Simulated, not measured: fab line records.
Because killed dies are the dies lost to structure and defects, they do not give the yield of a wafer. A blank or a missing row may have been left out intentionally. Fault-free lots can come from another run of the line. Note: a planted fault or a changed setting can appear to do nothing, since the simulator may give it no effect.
Matching of chambers    flow n5 finfet    N5_BEOL_M6_CURE_74 on uv cure-03 has 3 sister chambers
The step cures SiCOH lowk, time 240 s. 3 wafers are shown with their chamber, then 12 later ones without.

== EACH WAFER AND ITS CHAMBER ==
wafer   chamber  wafer_temp_C_max
L083.6  0        386.4
L085.6  1        386.0
L087.6  2        386.7

== WAFERS MISSING THEIR CHAMBER ==
wafer   wafer_temp_C_max
L093.3  387.5
L093.4  386.9
L093.6  387.0
L094.1  386.2
L094.5  385.9
L094.6  386.0
L096.2  387.0
L096.4  386.1
L096.6  387.1
L097.3  386.0
L097.5  385.7
L097.6  386.1

== EACH ONE'S CHAMBER ==
wafer   from the rows above           in truth
L093.3  can't be placed: 2 or 0       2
L093.4  can't be placed: 2 or 0       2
L093.6  can't be placed: 2 or 0       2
L094.1  can't be placed: 0 or 1 or 2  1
L094.5  can't be placed: 1 or 0       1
L094.6  can't be placed: 1 or 0       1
L096.2  can't be placed: 2 or 0       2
L096.4  can't be placed: 1 or 0 or 2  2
L096.6  can't be placed: 2 or 0       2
L097.3  can't be placed: 1 or 0       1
L097.5  can't be placed: 1 or 0       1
L097.6  can't be placed: 1 or 0 or 2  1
0 of 12 placed correctly. Not placeable from these rows: 12 (in 12, the candidates include the true chamber). Wrongly placed: 0.
How it was worked out, from the rows above alone: a wafer's distance from a chamber is the root of the sum, over the readings, of the square of ((its reading less the chamber's mean) divided by the reading's scatter). If the next closest chamber is less than 2 further off than the closest, the wafer can't be placed; otherwise it belongs to the closest. A chamber's mean is the mean of its shown wafers. The scatter (one wafer shown for each chamber): square how far every hidden wafer sits from the nearest shown wafer, average those squares and take the square root.
